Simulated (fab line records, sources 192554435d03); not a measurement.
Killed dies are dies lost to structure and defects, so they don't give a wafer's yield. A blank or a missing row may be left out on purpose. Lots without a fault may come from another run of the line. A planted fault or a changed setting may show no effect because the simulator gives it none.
One fault seen from 2 desks | flow n5_finfet | each desk has only its own numbers; what lay behind them comes last

THE TOOL OWNER'S DESK: arfi_scanner-02
The tool's own readings at N5_SD_EPI_N_EXPOSE_06 (exposes mask SD N BLK, target cd 120 nm): means of the sampled wafers that have a number, for each lot that ran on this tool. A lot is out of limits, marked OUT, if its mean lies more than 4 standard deviations from the usual mean; the brackets give that distance.
Columns: A = exposure_dose_mJ_cm2 at N5_SD_EPI_N_EXPOSE_06, usual 39.72
lot  | first seen here | A
L860 | day 3 06:31     | 39.73
L868 | day 5 03:16     | 39.73
L881 | day 8 06:32     | 36.75 (-78) OUT
L882 | day 8 18:04     | 37.35 (-62) OUT
This desk's finding: out of limits on L881, L882; first on L881, day 8 06:32 (exposure_dose_mJ_cm2 at N5_SD_EPI_N_EXPOSE_06). In limits: L860, L868.

THE METROLOGY DESK
What the gauges read, lot by lot, whatever tool the lot ran on: means of the sampled wafers that have a number. A lot is out of limits, marked OUT, if its mean lies more than 4 standard deviations from the usual mean; the brackets give that distance.
Columns: A = cd_nm at N5_SD_EPI_N_CD_MEAS_09, usual 120.5 nm
lot  | first seen here | A
L860 | day 3 06:38     | 119.9
L861 | day 3 07:17     | 121.8
L867 | day 4 17:17     | 119.8
L868 | day 5 03:22     | 121.2
L871 | day 5 20:45     | 120.0
L872 | day 6 01:10     | 120.6
L874 | day 6 15:32     | 119.7
L881 | day 8 06:40     | 115.4 (-7.4) OUT
L882 | day 8 18:11     | 116.0 (-6.6) OUT
L883 | day 8 21:05     | 120.1
This desk's finding: out of limits on L881, L882; first on L881, day 8 06:40 (cd_nm at N5_SD_EPI_N_CD_MEAS_09). In limits: L860, L861, L867, L868, L871, L872, L874, L883.

PUT TOGETHER
The tool owner's desk could have raised an alarm at day 8 06:32, on L881, L882.
The metrology desk could have raised an alarm at day 8 06:40, on L881, L882.
Of the lots named, all ran N5_SD_EPI_N_EXPOSE_06 on arfi_scanner-02.

WHAT THE SIMULATOR HAD PUT IN
Process parameter drift: arfi_scanner-02, from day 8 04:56 on, at N5_SD_EPI_N_EXPOSE_06. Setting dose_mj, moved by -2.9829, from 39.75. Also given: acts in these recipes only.
Lots struck among those shown: L881, L882.
Hours from the fault's start to each desk's first reading out of limits: the tool owner's desk, 2; the metrology desk, 2.
